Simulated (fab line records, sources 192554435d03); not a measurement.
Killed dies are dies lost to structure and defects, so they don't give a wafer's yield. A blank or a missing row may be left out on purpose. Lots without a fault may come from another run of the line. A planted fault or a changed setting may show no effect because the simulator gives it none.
Problem report in the 8D (eight disciplines) form, filled by code | flow n5_finfet | the parts of the form that need people (team, actions taken, sign-off) are left out

1. THE PROBLEM
etch_rf_on_time_s at N5_SD_EPI_P_ETCH_36 reads a mean of 107.8 s on 3 wafers of 3 lots; wafers without a fault read 75.3 s with a standard deviation of 1.3. That is +25 standard deviations from the usual mean.
The step: etches SiARC in CF4, target depth 45.5 nm, time 75.8 s.
First seen on wafer L476.5, day 7 15:56, on rie_diel-05. The record holds 26 wafers of 10 lots with a number at this step. Rule for "out", or "out of limits": more than 4 standard deviations from the usual mean. The other wafers with a number count as sound.

2. WHAT IT IS AND WHAT IT IS NOT
question                    | is                     | is not
which readings at this step | etch_rf_on_time_s      | chamber_pressure_mTorr, drypump_motor_current_A, oes_product_au, rf_vpp_V, showerhead_plenum_p_Torr, throttle_valve_pct
which lots                  | L476, L478, L479       | L461, L463, L466, L467, L468, L469, L480
which wafers of those lots  | L476.5, L478.3, L479.3 | L476.4, L478.4, L478.6, L479.2
read on which tools         | rie_diel-05            | rie_diel-01, rie_diel-06
when                        | from day 7 15:56       | up to then (17 sound wafers); but 6 sound wafers of L478, L479, L480 came after

3. SUSPECTS, AND WHAT RULES EACH OUT
Counting: a tool at a process step up to the reading stays a suspect if it ran every lot that is out. Sound lots after the first of them don't rule it out here, since some wafers of a struck lot are sound.
- rie_diel-05 at N5_SD_EPI_P_ETCH_36 (etches SiARC in CF4, target depth 45.5 nm, time 75.8 s): kept. It ran every lot that is out, first L476 (day 7 15:56); its last sound lot up to then is L469 (day 6 00:37). Its own readings are out on those wafers: etch_rf_on_time_s.
Left after counting: rie_diel-05 at N5_SD_EPI_P_ETCH_36.

4. THE CAUSE (what the simulator had put in)
Process parameter drift: rie_diel-05, from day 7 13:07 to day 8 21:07, at N5_SD_EPI_P_ETCH_36. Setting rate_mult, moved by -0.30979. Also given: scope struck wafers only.
Counting left only this tool.

5. THE CHAIN OF EFFECTS, in route order
Each row: a reading whose mean over the struck wafers that have a number lies more than 3 standard deviations from the usual. Only readings for which the record gives a usual standard deviation are gone through. hours: the time from each lot's start at the first step in this table that gives one to its start at this step, as a median over the lots. sigmas: the change in usual standard deviations.
hours | step                | reading           | usual  | on struck wafers | change | sigmas
0     | N5_SD_EPI_P_ETCH_36 | etch_rf_on_time_s | 75.3 s | 107.8            | +32.5  | +25
The process steps in it:
- N5_SD_EPI_P_ETCH_36: etches SiARC in CF4, target depth 45.5 nm, time 75.8 s.
Later measuring or inspecting steps at which every struck wafer that the step has a row for has a number for every such reading, and none has moved that far: N5_BEOL_M4_RC_MEAS_101.

6. WHAT WOULD HAVE CAUGHT IT SOONER
In this record the first reading out of limits was taken at day 7 15:56, 3 hours after the fault began at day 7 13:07.
